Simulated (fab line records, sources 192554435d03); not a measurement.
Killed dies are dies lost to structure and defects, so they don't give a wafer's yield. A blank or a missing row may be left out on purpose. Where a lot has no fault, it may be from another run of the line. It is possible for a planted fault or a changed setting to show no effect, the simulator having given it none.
Chamber matching || flow n5_finfet || N5_BEOL_M7_ETCH_61 on rie_diel-01: 4 sister chambers
The step etches SiARC in CF4, target depth 45.5 nm, time 75.8 s. 4 wafers are shown with their chamber, then 12 later ones without.

## WAFERS, EACH WITH ITS CHAMBER
{"wafer": "L079.4", "chamber": 3, "drypump_motor_current_A (A)": 6.1}
{"wafer": "L095.4", "chamber": 0, "drypump_motor_current_A (A)": 5.4}
{"wafer": "L095.5", "chamber": 1, "drypump_motor_current_A (A)": 5.6}
{"wafer": "L095.6", "chamber": 2, "drypump_motor_current_A (A)": 5.7}

## WAFERS WITHOUT THEIR CHAMBER
{"wafer": "L097.3", "drypump_motor_current_A (A)": 5.6}
{"wafer": "L097.4", "drypump_motor_current_A (A)": 5.7}
{"wafer": "L097.5", "drypump_motor_current_A (A)": 6.0}
{"wafer": "L094.1", "drypump_motor_current_A (A)": 6.0}
{"wafer": "L094.5", "drypump_motor_current_A (A)": 6.1}
{"wafer": "L094.6", "drypump_motor_current_A (A)": 5.4}
{"wafer": "L093.1", "drypump_motor_current_A (A)": 5.7}
{"wafer": "L093.4", "drypump_motor_current_A (A)": 6.1}
{"wafer": "L093.5", "drypump_motor_current_A (A)": 5.7}
{"wafer": "L096.3", "drypump_motor_current_A (A)": 5.6}
{"wafer": "L096.4", "drypump_motor_current_A (A)": 5.7}
{"wafer": "L096.6", "drypump_motor_current_A (A)": 6.1}

## EACH ONE'S CHAMBER
{"wafer": "L097.3", "from the rows above": 1, "in truth": 1}
{"wafer": "L097.4", "from the rows above": 2, "in truth": 2}
{"wafer": "L097.5", "from the rows above": 3, "in truth": 3}
{"wafer": "L094.1", "from the rows above": 3, "in truth": 3}
{"wafer": "L094.5", "from the rows above": 3, "in truth": 3}
{"wafer": "L094.6", "from the rows above": 0, "in truth": 0}
{"wafer": "L093.1", "from the rows above": 2, "in truth": 2}
{"wafer": "L093.4", "from the rows above": 3, "in truth": 3}
{"wafer": "L093.5", "from the rows above": 2, "in truth": 2}
{"wafer": "L096.3", "from the rows above": 1, "in truth": 1}
{"wafer": "L096.4", "from the rows above": 2, "in truth": 2}
{"wafer": "L096.6", "from the rows above": 3, "in truth": 3}
12 of 12 placed correctly. Not placeable from these rows: 0. Placed wrongly: 0.
How it was worked out, from the rows above alone: a wafer's distance from a chamber is the root of the sum, over the readings, of the square of ((its reading less the chamber's mean) divided by the reading's scatter). The wafer belongs to the nearest chamber; if the next one is less than 2 further off, it can't be placed. For every chamber, the mean is computed from those of its wafers that are shown. The scatter: root of mean squared gap, hidden wafer to nearest shown wafer, with one shown wafer a chamber.
